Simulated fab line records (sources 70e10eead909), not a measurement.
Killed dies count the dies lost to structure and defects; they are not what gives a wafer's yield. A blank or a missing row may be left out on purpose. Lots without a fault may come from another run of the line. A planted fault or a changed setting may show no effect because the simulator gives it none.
Comparing a struck lot with a sound one / flow nand-harc / 17 out of 1302 route steps
Sound: the wafers L115.2, L115.3, L115.4. The struck wafers were L119.1, L119.3, L119.5. The cause is named last.
Each step with rows lists, per side, the tool, then ch with its chambers, then its first start. Under that, the readings that differ: sound wafers / struck wafers / difference of the means / sigmas: that difference in standard deviations of wafers without a fault.
alike: words and numbers the same on both sides, and readings whose means are apart by under 2 such deviations; not compared: readings that were withheld, readings missing a value for some wafer, numbers with overlapping values and no deviation given by the record, and bounds like >300 which may hide the same value.
The two part at a step that has a row with sigmas, a row that says differs or no value, or rows on one side only. Non-overlapping numbers with no deviation appear without sigmas and do not part them. Lack of a reading on every wafer of one side parts them only where that side has two or more wafers.

NHARC_A_STAIRCASE_CMP_472: polishes SiO2.
  sound on cmp-02 ch 0,2,3, day 25 11:58; struck on cmp-04 ch 1,2, day 27 12:19
  alike: motor-current-A
then, 1 step without rows for these wafers: NHARC_A_STAIRCASE_SRD_474.
NHARC_A_STAIRCASE_INSPECT_155:
  sound: defect-inspect-02 at day 25 12:18; struck: defect-inspect-02 at day 27 12:40
  alike: raw-defect-count
NHARC_A_SGD_CUT_DEP_00: deposits SiNx, target thk 50 nm.
  sound on pecvd-01 ch 0,2, day 25 12:25; struck on pecvd-03 ch 0,2, day 27 12:45
  alike: heater-power-w
then, 7 steps without rows for these wafers: NHARC_A_SGD_CUT_DEHYDRATE_01 (time 120 s); NHARC_A_SGD_CUT_HMDS_02 (time 30 s); NHARC_A_SGD_CUT_COAT_56 (time 75 s); NHARC_A_SGD_CUT_COAT_57 (time 65 s); NHARC_A_SGD_CUT_COAT_03 (resist thk 90 nm); NHARC_A_SGD_CUT_SOFTBAKE_04 (time 55 s); NHARC_A_SGD_CUT_EBR_05.
NHARC_A_SGD_CUT_EXPOSE_06: exposes mask SGD.
  sound on arfi-scanner-03 ch 0, day 25 13:02; struck on arfi-scanner-02 ch 0, day 27 13:19
reading=exposure-dose-mJ-cm2; sound=85.44 85.28 85.52; struck=113.64 113.67 113.67; difference=+28.25; sigmas=+99 or more
  alike: mask, stage-vel-mm-s
then, 2 steps without rows for these wafers: NHARC_A_SGD_CUT_PEB_07 (peb time 65 s); NHARC_A_SGD_CUT_DEVELOP_08 (develop time 35 s).
NHARC_A_SGD_CUT_CD_MEAS_09: the cd target is 100 nm.
  sound on cd-sem-02 ch 0, day 25 13:11; struck on cd-sem-03 ch 0
reading=cd-nm (nm); sound=99.9 100.4 99.9; struck=121.9 122.1 122.8; difference=+22.2; sigmas=+42
  not compared: hold
NHARC_A_SGD_CUT_OVL_MEAS_10:
  sound: overlay-02 at day 25 13:16; struck: overlay-02 at day 27 16:23
reading=hold; sound=- - -; struck=await-dispo/2.7h/release await-dispo/2.7h/release await-dispo/2.7h/release; difference=no value on the sound wafers; sigmas=
  alike: overlay-x-nm, overlay-y-nm
-- the record jumps here: 5 days lie between the struck wafers' starts before and after (it left off in module A_SGD_CUT and takes up again in module END, whose first step shown is number 1302 of the route) --
NHARC_END_SORT_01:
  the record has rows for the struck wafers here (prober-02 ch 0, day 32 20:55) and none for the sound ones

## WHERE THEY PART
Earliest at NHARC_A_SGD_CUT_EXPOSE_06; latest, in this record, at NHARC_END_SORT_01.

WHY: the cause the simulator had injected
Process parameter drift: arfi-scanner-02, from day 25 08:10 on, at NHARC_A_SGD_CUT_EXPOSE_06. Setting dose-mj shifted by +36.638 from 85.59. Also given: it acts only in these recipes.
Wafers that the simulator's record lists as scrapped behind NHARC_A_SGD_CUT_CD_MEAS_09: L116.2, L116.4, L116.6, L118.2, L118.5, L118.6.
